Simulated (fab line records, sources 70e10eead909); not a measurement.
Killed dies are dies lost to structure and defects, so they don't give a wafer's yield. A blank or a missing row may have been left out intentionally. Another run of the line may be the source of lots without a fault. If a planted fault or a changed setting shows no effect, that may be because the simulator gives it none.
Chamber matching | flow nandHarc | NHARC_A_STAIRCASE_ETCH_234 on rieDiel-07 has 3 sister chambers
The step etches the open film in C4F8/O2, target depth 100 nm, time 40.5 s. 14 wafers are shown with their chamber, then 5 later ones without.

## WAFERS PAIRED WITH THEIR CHAMBERS
wafer  | chamber | rfVppV (V) | oesProductAu (a.u.)
L305.1 | 0       | 900        | 0.951
L305.2 | 2       | 894        | 0.934
L305.3 | 1       | 895        | 0.954
L306.2 | 1       | 895        | 0.967
L306.3 | 0       | 899        | 0.942
L306.5 | 0       | 899        | 0.937
L310.2 | 0       | 899        | 0.950
L310.5 | 1       | 896        | 0.957
L310.6 | 2       | 893        | 0.926
L309.2 | 0       | 899        | 0.969
L309.4 | 2       | 892        | 0.939
L309.5 | 0       | 901        | 0.950
L314.1 | 0       | 899        | 0.952
L314.5 | 0       | 899        | 0.961

SIGNATURES, as means of the wafers listed above
reading      | chamber 0 | chamber 1 | chamber 2 | scatter within a chamber
rfVppV       | 899.38    | 895.33    | 893.00    | 0.771
oesProductAu | 0.95150   | 0.95933   | 0.93300   | 0.00895
Rule: for each reading, subtract the chamber's mean from the wafer's reading, divide by that reading's scatter and square the result; add these up over the readings and take the root, which gives the wafer's distance from the chamber. The wafer belongs to the nearest chamber; if the next one is less than 2 further off, it can't be placed. The scatter is the square root of a quotient: the sum, over the shown wafers, of each reading's squared deviation from its chamber's mean, divided by wafers minus chambers.

## WAFERS WITH NO CHAMBER GIVEN
wafer  | rfVppV (V) | oesProductAu (a.u.)
L314.6 | 894        | 0.968
L317.1 | 896        | 0.956
L317.2 | 892        | 0.943
L317.3 | 898        | 0.957
L322.4 | 897        | 0.942

## EACH ONE'S CHAMBER
wafer  | from the rows above     | in truth
L314.6 | 1                       | 1
L317.1 | 1                       | 1
L317.2 | 2                       | 2
L317.3 | can't be placed: 0 or 1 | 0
L322.4 | can't be placed: 1 or 0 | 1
Correctly placed: 3 of 5. Not placeable from these rows: 2 (in 2, the candidates include the true chamber). Wrongly placed: 0.
